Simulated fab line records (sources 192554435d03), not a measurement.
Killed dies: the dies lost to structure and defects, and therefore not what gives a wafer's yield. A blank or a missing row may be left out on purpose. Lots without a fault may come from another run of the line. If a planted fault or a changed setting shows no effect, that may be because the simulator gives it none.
Chamber matching | flow n5Finfet | N5_BEOL_M5_CURE_80 on uvCure-01: 3 sister chambers
The step cures SiCOH lowk, time 120 s. 24 wafers are shown with their chamber, then 12 later ones without.

== WAFERS WITH THEIR CHAMBER ==
wafer  | chamber | wafer_temp_C_max | lampPowerPct (%)
L077.2 | 1       | 372.6            | 52.34
L077.5 | 1       | 371.9            | 52.33
L077.6 | 1       | 372.6            | 52.31
L078.1 | 2       | 371.6            | 52.25
L078.3 | 2       | 371.7            | 52.34
L078.6 | 2       | 371.3            | 52.39
L080.1 | 2       | 371.4            | 52.31
L080.2 | 2       | 371.2            | 52.34
L080.4 | 2       | 371.1            | 52.31
L083.1 | 1       | 373.7            | 52.36
L083.2 | 1       | 372.7            | 52.34
L083.6 | 1       | 372.6            | 52.36
L083.3 | 1       | 372.6            | 52.30
L083.4 | 1       | 373.0            | 52.33
L083.5 | 1       | 373.1            | 52.28
L086.2 | 0       | 372.5            | 52.34
L086.3 | 0       | 371.8            | 52.34
L086.5 | 0       | 372.2            | 52.44
L087.3 | 0       | 371.8            | 52.26
L087.4 | 0       | 371.6            | 52.28
L087.5 | 0       | 371.7            | 52.25
L090.2 | 1       | 372.0            | 52.30
L090.5 | 1       | 372.2            | 52.30
L090.6 | 1       | 372.1            | 52.23

SIGNATURES (means of the wafers above)
reading          | chamber 0 | chamber 1 | chamber 2 | scatter within a chamber
wafer_temp_C_max | 371.933   | 372.592   | 371.383   | 0.423
lampPowerPct     | 52.3183   | 52.3150   | 52.3233   | 0.0492
Rule: a wafer's distance from a chamber is the root of the sum, over the readings, of the square of ((its reading less the chamber's mean) divided by the reading's scatter). If the next closest chamber is less than 2 further off than the closest, the wafer can't be placed; otherwise it belongs to the closest. The scatter is the square root of a quotient: the sum, over the shown wafers, of each reading's squared deviation from its chamber's mean, divided by wafers minus chambers.

== WAFERS WITHOUT THEIR CHAMBER ==
wafer  | wafer_temp_C_max | lampPowerPct (%)
L094.1 | 371.8            | 52.33
L094.2 | 371.9            | 52.34
L094.3 | 372.0            | 52.38
L095.2 | 371.0            | 52.30
L095.3 | 371.3            | 52.47
L095.5 | 370.7            | 52.39
L096.1 | 373.1            | 52.28
L096.3 | 372.8            | 52.41
L096.6 | 372.5            | 52.28
L096.2 | 372.5            | 52.34
L096.4 | 372.8            | 52.38
L096.5 | 372.9            | 52.31

== WHICH CHAMBER EACH WENT THROUGH ==
wafer  | from the rows above          | in truth
L094.1 | can't be placed: 0 or 2 or 1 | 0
L094.2 | can't be placed: 0 or 2 or 1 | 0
L094.3 | can't be placed: 0 or 2 or 1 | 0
L095.2 | can't be placed: 2 or 0      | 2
L095.3 | can't be placed: 2 or 0 or 1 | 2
L095.5 | can't be placed: 2 or 0      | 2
L096.1 | can't be placed: 1 or 0      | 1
L096.3 | can't be placed: 1 or 0 or 2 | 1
L096.6 | can't be placed: 1 or 0      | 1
L096.2 | can't be placed: 1 or 0      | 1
L096.4 | can't be placed: 1 or 0      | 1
L096.5 | can't be placed: 1 or 0      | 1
Correctly placed: 0 of 12. From these rows, 12 cannot be placed; in 12 the true chamber is one of the candidates. Number placed wrongly: 0.
